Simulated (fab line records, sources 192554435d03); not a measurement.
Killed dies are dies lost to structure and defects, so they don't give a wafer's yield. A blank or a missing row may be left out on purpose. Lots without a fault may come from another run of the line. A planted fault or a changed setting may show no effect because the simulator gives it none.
Chamber matching | flow n5_finfet | N5_BEOL_M10_ETCH_65 on rie_diel-05: 4 sister chambers
The step etches SiARC in CF4, target depth 39 nm, time 65 s. 22 wafers are shown with their chamber, then 11 later ones without.

WAFERS WITH THEIR CHAMBER
wafer  | chamber | drypump_motor_current_A (A) | showerhead_plenum_p_Torr (Torr) | throttle_valve_pct (%)
L077.1 | 2       | 5.4                         | 2.15                            | 15.43
L077.2 | 0       | 5.2                         | 2.16                            | 15.62
L077.3 | 1       | 6.4                         | 2.10                            | 15.35
L077.4 | 3       | 5.2                         | 2.10                            | 15.44
L077.5 | 1       | 6.4                         | 2.10                            | 15.34
L077.6 | 0       | 5.3                         | 2.15                            | 15.63
L080.2 | 2       | 5.4                         | 2.14                            | 15.45
L080.3 | 3       | 5.3                         | 2.10                            | 15.43
L080.5 | 1       | 6.4                         | 2.10                            | 15.35
L085.1 | 2       | 5.4                         | 2.14                            | 15.46
L085.2 | 1       | 6.4                         | 2.09                            | 15.37
L085.3 | 0       | 5.3                         | 2.15                            | 15.65
L091.1 | 0       | 5.3                         | 2.15                            | 15.66
L091.2 | 3       | 5.3                         | 2.09                            | 15.47
L091.4 | 1       | 6.4                         | 2.09                            | 15.38
L090.2 | 2       | 5.4                         | 2.13                            | 15.47
L090.4 | 3       | 5.2                         | 2.09                            | 15.49
L090.5 | 1       | 6.4                         | 2.09                            | 15.40
L093.1 | 1       | 6.4                         | 2.09                            | 15.41
L093.2 | 0       | 5.3                         | 2.14                            | 15.69
L093.3 | 3       | 5.2                         | 2.09                            | 15.50
L093.4 | 2       | 5.4                         | 2.13                            | 15.49

SIGNATURES (means of the wafers above)
reading                  | chamber 0 | chamber 1 | chamber 2 | chamber 3 | scatter within a chamber
drypump_motor_current_A  | 5.280     | 6.400     | 5.400     | 5.240     | 0.0333
showerhead_plenum_p_Torr | 2.1500    | 2.0943    | 2.1380    | 2.0940    | 0.00655
throttle_valve_pct       | 15.6500   | 15.3714   | 15.4600   | 15.4660   | 0.0269
Rule: a wafer's distance from a chamber is the root of the sum, over the readings, of the square of ((its reading less the chamber's mean) divided by the reading's scatter). The wafer belongs to the nearest chamber; if the next one is less than 2 further off, it can't be placed. The scatter: the root of (the sum of the squares of (reading less its chamber's mean) over the shown wafers, divided by (wafers less chambers)).

WAFERS WITHOUT THEIR CHAMBER
wafer  | drypump_motor_current_A (A) | showerhead_plenum_p_Torr (Torr) | throttle_valve_pct (%)
L093.5 | 5.2                         | 2.14                            | 15.69
L093.6 | 5.2                         | 2.09                            | 15.49
L094.2 | 6.4                         | 2.09                            | 15.39
L094.3 | 5.4                         | 2.13                            | 15.48
L094.4 | 5.2                         | 2.09                            | 15.51
L092.1 | 5.4                         | 2.13                            | 15.47
L092.4 | 5.3                         | 2.09                            | 15.50
L092.6 | 5.2                         | 2.09                            | 15.50
L095.2 | 5.3                         | 2.08                            | 15.53
L095.3 | 5.4                         | 2.13                            | 15.51
L095.5 | 5.2                         | 2.08                            | 15.54

WHICH CHAMBER EACH WENT THROUGH
wafer  | from the rows above | in truth
L093.5 | 0                   | 0
L093.6 | 3                   | 3
L094.2 | 1                   | 1
L094.3 | 2                   | 2
L094.4 | 3                   | 3
L092.1 | 2                   | 2
L092.4 | 3                   | 3
L092.6 | 3                   | 3
L095.2 | 3                   | 3
L095.3 | 2                   | 2
L095.5 | 3                   | 3
Placed correctly: 11 of 11. Can't be placed from these rows: 0. Placed wrongly: 0.
